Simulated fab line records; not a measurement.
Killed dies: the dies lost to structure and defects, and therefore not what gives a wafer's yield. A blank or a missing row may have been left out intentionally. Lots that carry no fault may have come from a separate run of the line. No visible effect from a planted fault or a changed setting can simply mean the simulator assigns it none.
Shared-tool check -- flow nand-harc -- 3 lots and 9 wafers in the sample

WHY THIS WAS OPENED
Flagged at NHARC_END_SORT_01: reading killed-at-periphery, on 3 of 3 lots. No-fault wafers: 4, standard deviation 3.2.
Rule: a lot gets a flag if all its wafers with a number sit over 4 standard deviations from that mean, or if no wafer of it has a number. The rest of the lots are taken to be sound.

lot,measured,on,"killed-at-periphery, wafer by wafer",flag
L247,day 27 14:55,prober-02,655 655 658,FLAGGED
L246,day 27 21:58,prober-01,587 612 601,FLAGGED
L248,day 28 05:46,prober-01,629 601 625,FLAGGED
Flagged lots average 625: +621 relative to the usual, that is +99 or more standard deviations.

EACH LOT AND THE TOOL IT RAN ON
3 process steps preceding the reading are held in the record, out of 1302 steps in the route. Read each cell as the tool, then ch plus the chambers that the sampled wafers visited, then the start.
lot,flag,NHARC_P_ZERO_WELL_DESCUM_13,NHARC_P_ZERO_WELL_IMPLANT_40,NHARC_P_GATE_STRIP_75
L247,FLAGGED,"rie-diel-12 ch 0,3, day 4 19:23","implanter-02, day 4 22:36",no row
L246,FLAGGED,"rie-diel-12 ch 0,3, day 4 09:20","implanter-02, day 4 12:30",no row
L248,FLAGGED,"rie-diel-06 ch 0,1,3, day 5 05:25","implanter-01, day 5 08:32",no row
What is done by these steps:
- NHARC_P_ZERO_WELL_DESCUM_13: chemistry O2, time 3 s.
- NHARC_P_ZERO_WELL_IMPLANT_40
- NHARC_P_GATE_STRIP_75: strips in O2.
- NHARC_END_SORT_01

FLAGGED AGAINST TOTAL, ONE TOOL AT A TIME (gauges that did the reading follow at the end)
step,tool,lots run,flagged,share of the flagged lots,sound lots run after its first flagged lot
NHARC_P_ZERO_WELL_DESCUM_13,rie-diel-06,1,1,some,0
NHARC_P_ZERO_WELL_DESCUM_13,rie-diel-12,2,2,some,0
NHARC_P_ZERO_WELL_IMPLANT_40,implanter-01,1,1,some,0
NHARC_P_ZERO_WELL_IMPLANT_40,implanter-02,2,2,some,0
NHARC_END_SORT_01,prober-01,2,2,some,0
NHARC_END_SORT_01,prober-02,1,1,some,0

WHAT THE TABLE PERMITS
No row of the table ran every flagged lot.

WHAT HAD BEEN PUT IN BY THE SIMULATOR
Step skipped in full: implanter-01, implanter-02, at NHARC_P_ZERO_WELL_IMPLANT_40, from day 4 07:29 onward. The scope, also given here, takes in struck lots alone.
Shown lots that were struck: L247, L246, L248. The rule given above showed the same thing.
